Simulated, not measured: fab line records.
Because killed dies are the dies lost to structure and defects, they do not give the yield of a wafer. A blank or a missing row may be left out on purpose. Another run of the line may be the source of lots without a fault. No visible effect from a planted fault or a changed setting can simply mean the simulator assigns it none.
fab line records	flow n5_finfet
[record] lots = 6	wafers = 18	last_day = 17
route steps=1938 shown BEOL_M0_SAQP@656 BEOL_M4@1111 PASSIVATION@1936
lots that met no fault: from a run of the same line without faults
start_h: hours from the record's first day to the start of the lot's first wafer shown	wait_h: time in hours since the lot's previous step	" repeats the value in the row above	L1.1+2: several wafers, shown together as one row	- no value present, or no start provided	* or withheld: withheld	< > ~ a bound
route shown NAME@n: names a module that has steps shown in the file, with the first one's number in the route	usual: average and standard deviation across the fault-free wafers	same: alike in all rows	chamber/n: place in a boat	sites: per-site readings	_std_site: how widely they spread, as a standard deviation	_edge_site: inner sites' mean taken away from outer sites' mean	radius_mm: for every site, how far away it sits from the centre of the wafer	mask NAME#n: copy n	behind: tool/chamber where the wafer was last shaped	hold: why the lot was held/for how many hours/how that ended	device: names the non-switching transistor (n, p or np)	end of line: the route-end tests of the same wafers	for a step that has no rows: nothing shown but its recipe	killed: at the first sort, the dies lost to defects and structure; wafer yield is something else	map: dies across one wafer; x = killed, . = not, _ = none there
set.NAME: the run value of the setting; set.NAME@STEP: its run value at that earlier step	model.NAME: the simulator's own value behind a step, which no gauge read
lots seen at some steps along the route; tables by step, rows by wafer
services: when a tool's chamber went out of use (start_h, in hours from the record's first day, below 0 if earlier), for how many hours, and the reason
[[steps]]
[step N5_BEOL_M0_SAQP_HM_OPEN_112]
[recipe] chemistry = CHF3/O2	target = SiO2	stop_on = a-Si	target_depth_a = 120	over_etch_frac = 1.25	mask_material = SOC	time_s = 13.5	pressure_mtorr = 30	source_w = 650	bias_w = 170	Ar_flow_sccm = 200	CHF3_flow_sccm = 50	O2_flow_sccm = 5	ion_energy_ev = 200	ends = end_point
[usual] chamber_pressure_mTorr = 30.00/0.031	drypump_motor_current_A = 5.5/0.44	oes_o_777_au = 0.77/0.072	oes_product_au = 0.51/0.048	rf_vpp_V = 524/6.3	showerhead_plenum_p_Torr = 2.43/0.072	throttle_valve_pct = 18.89/0.19
lot.wafer	tool	chamber	start_h	wait_h	chamber_pressure_mTorr	drypump_motor_current_A	oes_o_777_au	oes_product_au	rf_hours_counter_h	rf_vpp_V	showerhead_plenum_p_Torr	throttle_valve_pct
L780.2	rie_diel-06	1	108.00	0.0	30.01	5.4	0.89	0.58	39	531	2.46	18.84
L780.3	"	0	"	"	30.02	5.5	0.79	0.51	126	515	2.33	19.04
L780.4	"	2	"	"	29.99	5.7	0.76	0.51	116	525	2.33	19.15
L783.3	rie_diel-06	0	124.43	0.0	30.00	5.5	0.78	0.51	132	517	2.33	19.05
L783.4	"	1	"	"	30.02	5.3	0.88	0.59	44	531	2.46	18.87
L783.5	"	1	"	"	30.01	5.3	0.87	0.59	-	531	2.46	18.86
L785.1	rie_diel-03	1	139.20	0.0	30.00	5.1	0.72	0.48	187	519	2.50	18.85
L785.2	"	0	"	"	29.98	5.3	0.72	0.47	177	534	2.49	18.80
L785.3	"	2	"	"	30.04	4.8	0.70	0.46	243	524	2.38	18.74
L787.1	rie_diel-05	2	148.69	0.0	29.97	6.0	0.69	0.46	227	523	2.38	19.14
L787.3	"	0	"	"	30.01	5.3	0.76	0.50	148	517	2.42	18.67
L787.5	"	1	"	"	29.95	5.6	0.70	0.46	-	524	2.28	19.23
L798.2	rie_diel-03	0	216.25	0.0	29.96	5.3	0.70	0.46	202	534	2.48	18.84
L798.4	"	3	"	"	30.02	5.1	0.83	0.53	-	515	2.43	18.77
L798.5	"	0	"	"	30.03	5.3	0.70	0.47	-	535	2.48	18.84
L800.4	rie_diel-06	2	224.37	0.0	29.97	5.7	0.72	0.49	153	525	2.32	19.21
L800.5	"	3	"	"	30.02	6.7	0.85	0.57	-	528	2.46	18.69
L800.6	"	0	"	"	30.01	5.5	0.76	0.49	-	515	2.32	19.09
[step N5_BEOL_M0_SAQP_STRIP_113]
[recipe] chemistry = CHF3/O2	resist = SiARC	rf_frequency_hz = 6e+07
[step N5_BEOL_M0_SAQP_MANDREL_ETCH_20]
[recipe] target_depth_a = 600	chemistry = HBr/Cl2	target = a-Si	stop_on = SiNx	bt_time_s = 10	mask_material = SOC	over_etch_frac = 0.5	time_s = 30	pressure_mtorr = 10	icp_w = 800	bias_w = 75	HBr_flow_sccm = 150	Cl2_flow_sccm = 80	ends = end_point
[usual] chamber_pressure_mTorr = 10.000/0.01	drypump_motor_current_A = 5.4/0.48	he_backside_leak_sccm = 2.66/0.29	oes_product_au = 0.771/0.013	throttle_valve_pct = 35.33/0.17
lot.wafer	tool	chamber	start_h	wait_h	chamber_pressure_mTorr	drypump_motor_current_A	he_backside_leak_sccm	oes_product_au	rf_hours_counter_h	throttle_valve_pct
L780.2	rie_si-02	1	108.08	0.0	9.997	5.8	2.46	0.762	1	35.39
L780.3	"	0	"	"	9.996	4.8	2.45	0.769	1	35.26
L780.4	"	2	"	"	10.013	6.4	2.61	0.783	2	35.14
L783.3	rie_si-06	2	124.51	0.0	10.020	5.8	2.84	0.777	186	35.29
L783.4	"	3	"	"	9.993	5.7	2.64	0.767	77	35.33
L783.5	"	2	"	"	10.001	5.8	3.12	0.777	-	35.27
L785.1	rie_si-02	0	139.28	0.0	9.993	4.9	2.37	0.771	2	35.24
L785.2	"	2	"	"	9.997	6.5	2.72	0.787	3	35.15
L785.3	"	3	"	"	9.986	4.9	2.65	0.748	41	35.10
L787.1	rie_si-05	3	148.77	0.0	9.984	5.5	2.67	0.771	31	35.17
L787.3	"	0	"	"	9.985	5.1	2.31	0.773	163	35.59
L787.5	"	3	"	"	9.985	5.4	2.71	0.782	-	35.15
L798.2	rie_si-06	1	216.34	0.0	9.999	5.2	2.51	0.746	77	35.56
L798.4	"	3	"	"	9.998	5.7	2.78	0.763	-	35.33
L798.5	"	0	"	"	9.990	5.1	2.40	0.766	-	35.30
L800.4	rie_si-05	0	224.45	0.0	10.010	5.1	2.43	0.793	165	35.58
L800.5	"	0	"	"	9.989	5.1	2.29	0.785	-	35.56
L800.6	"	3	"	"	9.987	5.4	2.65	0.790	-	35.14
[step N5_BEOL_M0_SAQP_STRIP_86]
[recipe] chemistry = N2/H2	power_w = 500	temp_c = 40	pressure_mtorr = 50	rf_frequency_hz = 6e+07	overash_fraction = 0.3	bias_power_w = 28	h2_frac = 0.5	n2_flow_sccm = 300	h2_flow_sccm = 300
[step N5_BEOL_M0_SAQP_STRIP_115]
[recipe] chemistry = post_etch_residue_remover	time_s = 60	temp_c = 25	remover_ph = withheld	remover_water_wt_pct = withheld	remover_fluoride_wt_pct = withheld
[step N5_BEOL_M0_SAQP_SRD_93]
[recipe] dry = ipa_marangoni	time_s = 30	temp_c = 23	rinse_liquid = diw
[step N5_BEOL_M0_SAQP_RECESS_114]
[recipe] chemistry = HF/NH3	target = SiO2	target_depth_a = 144	afs_cycles = 3	temp_c = 30	sublimation_temp_c = 180	sublimation_time_s = 60
[usual] drypump_motor_current_A = 5.8/0.31
lot.wafer	tool	chamber	start_h	wait_h	drypump_motor_current_A
L780.2	vapor_etch-01	1	108.36	0.0	5.6
L780.3	"	0	"	"	6.3
L780.4	"	1	"	"	5.6
L783.3	vapor_etch-01	0	124.86	0.1	6.2
L783.4	"	1	"	"	5.6
L783.5	"	0	"	"	6.2
L785.1	vapor_etch-01	0	139.70	0.0	6.2
L785.2	"	1	"	"	5.6
L785.3	"	0	"	"	6.3
L787.1	vapor_etch-01	0	149.00	0.0	6.2
L787.3	"	1	"	"	5.6
L787.5	"	0	"	"	6.3
L798.2	vapor_etch-02	1	216.57	0.0	5.8
L798.4	"	1	"	"	5.7
L798.5	"	1	"	"	5.8
L800.4	vapor_etch-01	0	224.80	0.1	6.3
L800.5	"	0	"	"	6.3
L800.6	"	1	"	"	5.6
[step N5_BEOL_M0_SAQP_SPACER1_ALD_98]
[recipe] material = SiO2	target_thk_a = 128	temp_c = 300	ald_precursor_family = BDEAS	ald_co_reactant = O2-plasma	pulse_time_s = 1	purge_time_s = 2	co_reactant_purge_time_s = 2	ald_cycles = 138	pressure_torr = 2
[usual] heater_power_w = 471/46	precursor_pulse_height_rel = 1.000/0.023
lot.wafer	tool	chamber	start_h	wait_h	heater_power_w	precursor_pulse_height_rel
L780.2	ald_sin-03	3	108.74	0.3	468	1.000
L780.3	"	0	"	"	490	0.972
L780.4	"	3	"	"	462	1.001
L783.3	ald_sin-03	3	125.12	0.1	473	1.005
L783.4	"	1	"	"	414	1.028
L783.5	"	2	"	"	445	1.034
L785.1	ald_sin-01	2	140.08	0.3	526	1.062
L785.2	"	3	"	"	482	0.973
L785.3	"	1	"	"	428	1.017
L787.1	ald_sin-01	2	149.39	0.3	532	1.038
L787.3	"	1	"	"	448	0.981
L787.5	"	0	"	"	502	0.985
L798.2	ald_sin-01	3	216.95	0.3	489	0.992
L798.4	"	2	"	"	540	0.987
L798.5	"	2	"	"	519	0.994
L800.4	ald_sin-02	1	225.07	0.1	360	1.026
L800.5	"	2	"	"	476	0.981
L800.6	"	1	"	"	361	1.012
[step N5_BEOL_M0_SAQP_SPACER1_ETCHBACK_99]
[recipe] chemistry = CHF3/O2	mode = anisotropic_etchback	target = SiO2	target_depth_a = 154	time_s = 7.7	pressure_mtorr = 30	source_w = 650	bias_w = 170	Ar_flow_sccm = 200	CHF3_flow_sccm = 50	O2_flow_sccm = 5	ion_energy_ev = 200
[step N5_BEOL_M0_SAQP_MANDREL1_REMOVE_100]
[recipe] chemistry = HBr/Cl2/O2	bt_time_s = 10	target = a-Si	stop_on = SiNx	endpoint = OES-SiCl	over_etch_frac = 0.85	icp_w = 600	bias_w = 30	HBr_flow_sccm = 150	Cl2_flow_sccm = 80	O2_flow_sccm = 5	pressure_mtorr = 10
[step N5_BEOL_M0_SAQP_CD_MEAS_25]
[recipe] target_cd_nm = 13.1	landing_energy_ev = 1000	detector = se_inlens
[usual] cd_nm = 12.80/0.22
lot.wafer	tool	chamber	start_h	wait_h	cd_nm
L780.2	cd_sem-01	0	109.47	0.1	12.71
L780.3	"	0	"	"	12.80
L780.4	"	0	"	"	12.70
L783.3	cd_sem-03	0	125.95	0.1	12.90
L783.4	"	0	"	"	12.77
L783.5	"	0	"	"	12.51
L785.1	cd_sem-01	0	140.76	0.1	13.24
L785.2	"	0	"	"	13.01
L785.3	"	0	"	"	12.76
L787.1	cd_sem-01	0	150.12	0.1	13.02
L787.3	"	0	"	"	13.01
L787.5	"	0	"	"	12.45
L798.2	cd_sem-02	0	217.63	0.1	13.20
L798.4	"	0	"	"	12.76
L798.5	"	0	"	"	12.16
L800.4	cd_sem-02	0	225.79	0.0	12.85
L800.5	"	0	"	"	12.59
L800.6	"	0	"	"	12.90
[step N5_BEOL_M0_SAQP_ETCH_101]
[recipe] chemistry = CH3F/O2	target = SiNx	mask_material = SiO2	target_depth_a = 299	time_s = 42.7	pressure_mtorr = 30	source_w = 395	bias_w = 73	Ar_flow_sccm = 150	CH3F_flow_sccm = 30	O2_flow_sccm = 20	ion_energy_ev = 120
[usual] chamber_pressure_mTorr = 30.001/0.025	drypump_motor_current_A = 5.5/0.52	oes_o_777_au = 0.79/0.079	oes_product_au = 0.80/0.085	rf_vpp_V = 297/3.6	showerhead_plenum_p_Torr = 2.01/0.062	throttle_valve_pct = 16.38/0.2
[same] time_s = 42.7
lot.wafer	tool	chamber	start_h	wait_h	chamber_pressure_mTorr	drypump_motor_current_A	oes_o_777_au	oes_product_au	rf_hours_counter_h	rf_vpp_V	showerhead_plenum_p_Torr	throttle_valve_pct
L780.2	rie_diel-05	1	109.57	0.1	29.986	5.6	0.71	0.70	228	299	1.89	16.75
L780.3	"	2	"	"	29.979	6.0	0.69	0.70	215	297	1.98	16.65
L780.4	"	3	"	"	30.043	5.4	0.76	0.75	149	298	2.09	16.33
L783.3	rie_diel-03	0	126.28	0.3	30.010	5.3	0.72	0.72	174	303	2.07	16.32
L783.4	"	3	"	"	29.987	5.1	0.87	0.85	75	293	2.03	16.21
L783.5	"	1	"	"	29.982	5.2	0.72	0.72	-	295	2.08	16.40
L785.1	rie_diel-06	3	140.80	0.0	30.037	6.7	0.91	0.91	24	301	2.05	16.13
L785.2	"	1	"	"	30.018	5.3	0.88	0.90	49	302	2.04	16.35
L785.3	"	2	"	"	29.970	5.7	0.74	0.75	125	297	1.93	16.67
L787.1	rie_diel-06	0	150.39	0.3	29.999	5.5	0.77	0.77	141	292	1.93	16.58
L787.3	"	3	"	"	30.025	6.8	0.89	0.91	27	298	2.05	16.14
L787.5	"	1	"	"	30.028	5.3	0.87	0.89	-	300	2.03	16.34
L798.2	rie_diel-05	1	217.66	0.0	29.990	5.6	0.95	0.97	3	304	2.13	16.34
L798.4	"	0	"	"	30.022	5.3	0.74	0.76	168	294	2.00	16.23
L798.5	"	3	"	"	29.991	5.4	0.74	0.73	-	297	2.08	16.38
L800.4	rie_diel-05	1	226.06	0.3	29.992	5.6	0.92	0.94	-	303	2.13	16.34
L800.5	"	0	"	"	30.006	5.3	0.74	0.75	-	293	2.00	16.23
L800.6	"	3	"	"	29.985	5.4	0.73	0.73	-	296	2.08	16.39
[step N5_BEOL_M0_SAQP_ETCH_102]
[recipe] chemistry = CF4	target = SiO2	target_depth_a = 40	ion_energy_ev = 350	time_s = 4.4	pressure_mtorr = 10	icp_w = 800	bias_w = 400	cf4_flow_sccm = 80
[usual] cf4_flow_sccm = 79.98/0.26	chamber_pressure_mTorr = 10.001/0.0094	drypump_motor_current_A = 5.4/0.47	he_backside_leak_sccm = 2.65/0.27	oes_product_au = 1.002/0.019	throttle_valve_pct = 21.73/0.2
[same] time_s = 4.4
lot.wafer	tool	chamber	start_h	wait_h	cf4_flow_sccm	chamber_pressure_mTorr	drypump_motor_current_A	he_backside_leak_sccm	oes_product_au	rf_hours_counter_h	throttle_valve_pct	model.etch.depth_nm
L780.2	rie_si-02	0	109.68	0.1	79.89	10.001	4.8	2.52	0.985	1	21.57	3.946
L780.3	"	2	"	"	80.36	9.986	6.4	2.68	0.994	2	21.51	3.935
L780.4	"	1	"	"	79.98	9.987	5.8	2.62	0.984	1	21.75	3.961
L783.3	rie_si-05	0	126.38	0.1	80.42	10.004	5.1	2.43	1.017	163	21.89	4.088
L783.4	"	2	"	"	79.93	9.995	6.0	3.33	1.014	122	22.12	3.98
L783.5	"	0	"	"	79.89	10.000	5.1	2.49	1.024	-	21.92	4.093
L785.1	rie_si-05	0	140.90	0.1	79.72	10.006	5.0	2.38	0.920	163	21.88	3.442
L785.2	"	3	"	"	80.24	10.004	5.4	2.67	0.912	31	21.54	3.325
L785.3	"	1	"	"	79.83	9.992	5.0	2.83	1.000	179	21.73	3.994
L787.1	rie_si-05	1	150.49	0.1	80.22	10.014	5.1	2.65	0.907	179	21.69	3.386
L787.3	"	2	"	"	80.30	10.022	6.0	3.26	1.014	123	22.12	4.016
L787.5	"	2	"	"	80.30	9.998	6.0	3.36	1.015	-	22.12	4.021
L798.2	rie_si-06	1	217.77	0.1	79.17	9.985	5.2	2.64	0.964	77	21.94	3.986
L798.4	"	3	"	"	79.53	9.993	5.7	2.57	1.004	-	21.80	4.116
L798.5	"	1	"	"	79.86	10.013	5.2	2.54	0.966	-	21.95	3.982
L800.4	rie_si-02	0	226.12	0.0	79.96	10.008	4.8	2.52	0.989	3	21.58	3.949
L800.5	"	1	"	"	80.36	10.004	5.9	2.46	0.998	-	21.77	3.992
L800.6	"	0	"	"	79.94	9.999	4.8	2.35	0.992	-	21.57	3.964
[step N5_BEOL_M0_SAQP_MANDREL_ETCH_103]
[recipe] chemistry = HBr/Cl2	target = a-Si	target_depth_a = 450	bt_time_s = 10	stop_on = SiCN	mask_material = SiO2	over_etch_frac = 0.8	time_s = 27	pressure_mtorr = 10	icp_w = 800	bias_w = 75	HBr_flow_sccm = 150	Cl2_flow_sccm = 80	ends = end_point
[step N5_BEOL_M4_RC_MEAS_101]
[usual] DIBL_N = 36.4/1.5	DIBL_P = 36.4/1.6	IOFF_N = 0.164/0.025	IOFF_P = 0.214/0.028	ION_N = 675/9.9	ION_P = 463/6.5	SS_N = 71.5/0.5	SS_P = 73.3/0.56	VT_N = 249.2/2.7	VT_P = -250.1/2.8
lot.wafer	tool	chamber	start_h	wait_h	DIBL_N[mV/V]	DIBL_P[mV/V]	IOFF_N[nA/um]	IOFF_P[nA/um]	ION_N[uA/um]	ION_P[uA/um]	SS_N[mV/dec]	SS_P[mV/dec]	VT_N[mV]	VT_P[mV]
L780.2	prober-02	0	164.35	0.2	36.9	36.0	0.149	0.180	663	449	71.6	73.3	247.9	-254.4
L780.3	"	0	"	"	37.6	36.7	0.156	0.191	674	452	71.2	73.5	250.3	-252.5
L780.4	"	0	"	"	37.0	36.4	0.146	0.184	677	463	71.7	72.6	250.0	-253.9
L783.3	prober-01	0	183.43	0.3	35.2	35.7	0.130	0.164	668	452	70.5	73.0	251.5	-254.6
L783.4	"	0	"	"	35.9	36.6	0.140	0.174	663	452	71.6	74.0	250.7	-256.3
L783.5	"	0	"	"	35.7	36.2	0.139	0.167	669	456	71.7	73.3	251.8	-257.6
L785.1	prober-01	0	195.37	0.0	39.4	37.2	0.204	0.238	702	475	72.0	73.7	246.6	-247.6
L785.2	"	0	"	"	37.3	35.1	0.166	0.205	679	461	71.6	73.0	250.2	-251.2
L785.3	"	0	"	"	38.9	35.5	0.195	0.217	683	458	72.0	73.9	246.6	-249.3
L787.1	prober-01	0	214.57	1.0	38.6	38.6	0.208	0.250	691	465	71.9	73.4	247.3	-245.6
L787.3	"	0	"	"	37.5	37.5	0.178	0.220	684	469	71.7	73.3	248.2	-250.6
L787.5	"	0	"	"	37.3	37.2	0.177	0.221	683	465	71.4	73.1	245.7	-248.5
L798.2	prober-02	0	276.93	0.2	37.1	37.2	0.163	0.237	665	459	72.0	73.6	247.4	-248.3
L798.4	"	0	"	"	35.5	34.9	0.144	0.205	674	461	71.7	73.4	250.9	-248.5
L798.5	"	0	"	"	38.8	38.8	0.211	0.275	687	469	71.7	74.8	244.4	-245.7
L800.4	prober-01	0	288.85	0.5	37.7	38.5	0.173	0.220	674	457	71.6	72.8	248.1	-249.5
L800.5	"	0	"	"	38.9	40.0	0.199	0.253	690	472	71.5	73.3	244.8	-247.3
L800.6	"	0	"	"	35.5	35.8	0.135	0.190	659	454	71.6	72.4	253.0	-248.5
[step N5_PASSIVATION_PROBE_49]
[usual] defect_limited_yield = 91.1/1.4	killed_at_M0_to_M3 = 35/8.7	killed_at_M4_up = 14/5.3	killed_at_contacts = 12/6.2	killed_at_front_end = 41/12	killed_at_other = 3.4/2.6	killed_dies = 105/16	killed_on_rim = 14/3.8	killed_open = 67/13	killed_short = 36/7.3	sort_bin_5_function = 5.2/0.96	sort_bin_6_memory = 3.3/0.6	sort_n_pass = 1075/16	sort_yield_pct = 91.1/1.4
[same] gross_dies = 1180	killed_at_back_side = 0	sort_bin_4_leakage[%] = 0	sort_bin_8_speed[%] = 0
lot.wafer	tool	chamber	start_h	wait_h	defect_limited_yield[%]	killed_at_M0_to_M3	killed_at_M4_up	killed_at_contacts	killed_at_front_end	killed_at_other	killed_dies	killed_on_rim	killed_open	killed_short	sort_bin_5_function[%]	sort_bin_6_memory[%]	sort_n_pass	sort_yield_pct[%]
L780.2	prober-01	-	267.37	0.1	92.7	43	12	8	18	5	86	11	54	32	4.2	3.0	1094	92.7
L780.3	prober-01	-	267.42	0.1	91.1	31	20	14	39	1	105	15	73	31	4.5	4.2	1075	91.1
L780.4	prober-01	-	267.47	0.2	91.1	49	12	11	30	3	105	12	65	38	5.3	3.1	1075	91.1
L783.3	prober-02	-	279.08	0.1	90.5	42	11	14	41	4	112	16	63	46	5.8	3.3	1068	90.5
L783.4	prober-02	-	279.13	0.2	90.8	15	23	16	51	4	109	12	76	30	5.4	3.4	1071	90.8
L783.5	prober-02	-	279.18	0.2	91.4	21	10	25	42	4	102	10	72	30	4.6	3.7	1078	91.4
L787.1	prober-01	-	315.18	0.0	91.5	34	8	5	48	5	100	13	51	49	5.0	3.1	1080	91.5
L787.3	prober-01	-	315.28	0.1	91.3	45	8	10	37	3	103	14	69	34	5.5	2.9	1077	91.3
L787.5	prober-01	-	315.38	0.2	89.8	32	9	15	63	1	120	11	76	43	6.4	3.5	1060	89.8
L798.2	prober-02	-	385.53	0.1	88.7	34	15	20	63	1	133	23	85	48	6.5	4.1	1047	88.7
L798.4	prober-02	-	385.63	0.2	90.3	44	9	9	42	11	115	16	79	31	5.1	4.2	1065	90.3
L798.5	prober-02	-	385.68	0.2	92.3	22	13	8	40	8	91	12	49	41	4.1	2.9	1089	92.3
L800.4	prober-01	-	398.29	0.2	88.1	45	19	22	52	2	140	13	94	46	6.6	4.9	1040	88.1
L800.5	prober-01	-	398.34	0.2	90.7	34	22	14	29	11	110	14	68	41	5.9	3.0	1070	90.7
L800.6	prober-01	-	398.39	0.3	88.9	38	16	18	55	4	131	21	87	43	6.2	4.6	1049	88.9
// killed by level:class
L780.2 BEOL_M0_SAQP:geometric_particle:short=11 MOL_CONTACT_COAG:geometric_particle:open=6 BEOL_M2:geometric_particle:open=6 BEOL_M3:geometric_particle:open=6 SPACER0:geometric_particle:short=5 BEOL_M0_SAQP:geometric_particle:open=5 BEOL_M1:geometric_particle:open=5 BEOL_M4:geometric_particle:open=5
L780.3 MOL_CONTACT_COAG:geometric_particle:open=12 BEOL_M0_SAQP:geometric_particle:open=9 BEOL_M0_SAQP:geometric_particle:short=8 BEOL_M4:geometric_particle:open=8 FIN_SAQP:geometric_particle:short=5 DUMMY_GATE:geometric_particle:open=5 BEOL_M2:geometric_particle:open=5 STI_FIN_REVEAL:geometric_particle:open=4
L780.4 BEOL_M2:geometric_particle:open=12 BEOL_M0_SAQP:geometric_particle:short=11 BEOL_M0_SAQP:geometric_particle:open=9 MOL_CONTACT_COAG:geometric_particle:open=7 FIN_SAQP:geometric_particle:open=6 FIN_SAQP:geometric_particle:short=6 BEOL_M0:geometric_particle:open=5 BEOL_M1:geometric_particle:open=5
L783.3 BEOL_M1:geometric_particle:open=11 BEOL_M0_SAQP:geometric_particle:short=10 STI_FIN_REVEAL:geometric_particle:open=9 BEOL_M3:geometric_particle:open=7 MOL_CONTACT_COAG:geometric_particle:open=7 MOL_CONTACT_COAG:geometric_particle:short=7 FIN_SAQP:geometric_particle:short=6 BEOL_M2:geometric_particle:open=5
L783.4 STI_FIN_REVEAL:geometric_particle:open=17 MOL_CONTACT_COAG:geometric_particle:open=15 BEOL_M3:geometric_particle:open=9 DUMMY_GATE:geometric_particle:open=8 STI_FIN_REVEAL:geometric_particle:short=6 BEOL_M4:geometric_particle:open=6 BEOL_M8:geometric_particle:open=5 FIN_SAQP:geometric_particle:short=4
L783.5 MOL_CONTACT_COAG:geometric_particle:open=20 FIN_SAQP:geometric_particle:open=12 FIN_SAQP:geometric_particle:short=12 BEOL_M2:geometric_particle:open=7 STI_FIN_REVEAL:geometric_particle:open=5 MOL_CONTACT_COAG:geometric_particle:short=5 BEOL_M0_SAQP:geometric_particle:short=4 BEOL_M4:geometric_particle:open=4
L787.1 BEOL_M0_SAQP:geometric_particle:short=12 FIN_SAQP:geometric_particle:open=11 BEOL_M0_SAQP:geometric_particle:open=7 DUMMY_GATE:geometric_particle:open=5 ILD0:geometric_particle:short=5 GATE_CUT:geometric_particle:short=5 STI_FIN_REVEAL:geometric_particle:open=4 MOL_CONTACT_COAG:geometric_particle:open=4
L787.3 BEOL_M0_SAQP:geometric_particle:open=15 BEOL_M0_SAQP:geometric_particle:short=12 BEOL_M2:geometric_particle:open=11 STI_FIN_REVEAL:geometric_particle:open=10 MOL_CONTACT_COAG:geometric_particle:open=5 MOL_CONTACT_COAG:geometric_particle:short=5 STARTING-WAFER:geometric_particle:short=5 BEOL_M5:geometric_particle:open=4
L787.5 STI_FIN_REVEAL:geometric_particle:open=19 BEOL_M0_SAQP:geometric_particle:short=11 BEOL_M0_SAQP:geometric_particle:open=11 FIN_SAQP:geometric_particle:open=10 MOL_CONTACT_COAG:geometric_particle:open=10 STI_FIN_REVEAL:geometric_particle:short=8 FIN_SAQP:geometric_particle:short=6 MOL_CONTACT_COAG:geometric_particle:short=5
L798.2 FIN_SAQP:geometric_particle:short=17 MOL_CONTACT_COAG:geometric_particle:open=17 FIN_SAQP:geometric_particle:open=15 BEOL_M0_SAQP:geometric_particle:short=14 STI_FIN_REVEAL:geometric_particle:open=10 BEOL_M0_SAQP:geometric_particle:open=8 BEOL_M4:geometric_particle:open=7 BEOL_M5:geometric_particle:open=7
L798.4 FIN_SAQP:geometric_particle:short=11 FIN_SAQP:geometric_particle:open=10 BEOL_M3:geometric_particle:open=10 MOL_CONTACT_COAG:geometric_particle:open=9 BEOL_M2:geometric_particle:open=9 STI_FIN_REVEAL:geometric_particle:open=7 BEOL_M0_SAQP:geometric_particle:open=7 BEOL_M0_SAQP:geometric_particle:short=6
L798.5 FIN_SAQP:geometric_particle:short=16 STI_FIN_REVEAL:geometric_particle:open=9 BEOL_M0_SAQP:geometric_particle:open=8 MOL_CONTACT_COAG:geometric_particle:open=6 BEOL_M0_SAQP:geometric_particle:short=6 FIN_SAQP:geometric_particle:open=5 BEOL_M5:geometric_particle:open=5 STARTING-WAFER:geometric_particle:short=4
L800.4 BEOL_M0_SAQP:geometric_particle:open=20 MOL_CONTACT_COAG:geometric_particle:open=18 BEOL_M0_SAQP:geometric_particle:short=13 STI_FIN_REVEAL:geometric_particle:open=11 FIN_SAQP:geometric_particle:short=10 DUMMY_GATE:geometric_particle:open=7 FIN_SAQP:geometric_particle:open=6 BEOL_M3:geometric_particle:open=6
L800.5 BEOL_M0_SAQP:geometric_particle:short=13 MOL_CONTACT_COAG:geometric_particle:open=10 BEOL_M4:geometric_particle:open=10 BEOL_M0_SAQP:geometric_particle:open=9 DUMMY_GATE:geometric_particle:open=7 FIN_SAQP:geometric_particle:short=5 BEOL_M3:geometric_particle:open=5 ILD0:geometric_particle:open=4
L800.6 STI_FIN_REVEAL:geometric_particle:open=15 MOL_CONTACT_COAG:geometric_particle:open=13 BEOL_M3:geometric_particle:open=11 BEOL_M0_SAQP:geometric_particle:short=9 FIN_SAQP:geometric_particle:open=8 FIN_SAQP:geometric_particle:short=7 DUMMY_GATE:geometric_particle:open=7 BEOL_M1:geometric_particle:open=7
[[services]]
tool	chamber	start_h	hours	kind
ald_sin-02	-	86.52	14.0	pm
rie_diel-03	-	95.11	2.8	pm
rie_si-05	3	102.40	6.3	repair
vapor_etch-02	0	119.95	4.0	repair
rie_si-06	-	131.77	0.3	repair
rie_diel-06	3	158.92	1.5	repair
rie_diel-03	2	161.17	-	clean
rie_diel-03	2	161.17	-	consumable_replace:focus_ring
vapor_etch-02	-	170.66	0.9	repair
ald_sin-03	3	172.68	20.5	repair
ald_sin-03	-	178.11	14.0	pm
ald_sin-02	-	182.71	14.6	pm
rie_diel-05	1	189.36	-	clean
rie_diel-05	1	189.36	-	consumable_replace:focus_ring
rie_diel-05	1	189.36	-	consumable_replace:showerhead
rie_diel-05	1	189.36	17.0	scheduled_down
rie_diel-05	1	189.36	17.0	vent_cycle
rie_diel-03	2	208.36	12.5	repair
rie_si-02	-	208.37	14.6	pm
rie_diel-03	3	217.87	22.0	repair
rie_diel-05	2	219.60	-	clean
rie_diel-05	2	219.60	-	consumable_replace:focus_ring
rie_diel-05	2	219.60	16.4	scheduled_down
rie_diel-05	2	219.60	16.4	vent_cycle
[[key]]
[first_sign] step = N5_BEOL_M0_SAQP_ETCH_102	reading = oes_product_au	direction = down	sigmas = 4.6	usual = 1.002	struck = 0.913
effect none on later readings
[model_effect] step = N5_BEOL_M0_SAQP_ETCH_102	value = etch.depth_nm	without = 4.023	struck = 3.384
met_at N5_BEOL_M0_SAQP_ETCH_102
struck_wafers L785.1,L785.2,L787.1
onset_between 126.38 140.90
[fault] kind = process_parameter_drift	tool = rie_si-05	chamber = -	onset_h = 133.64	steps = N5_BEOL_M0_SAQP_ETCH_102	channel = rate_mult	offset = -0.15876	shape = step	end_h = 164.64	scope = struck_wafers_only
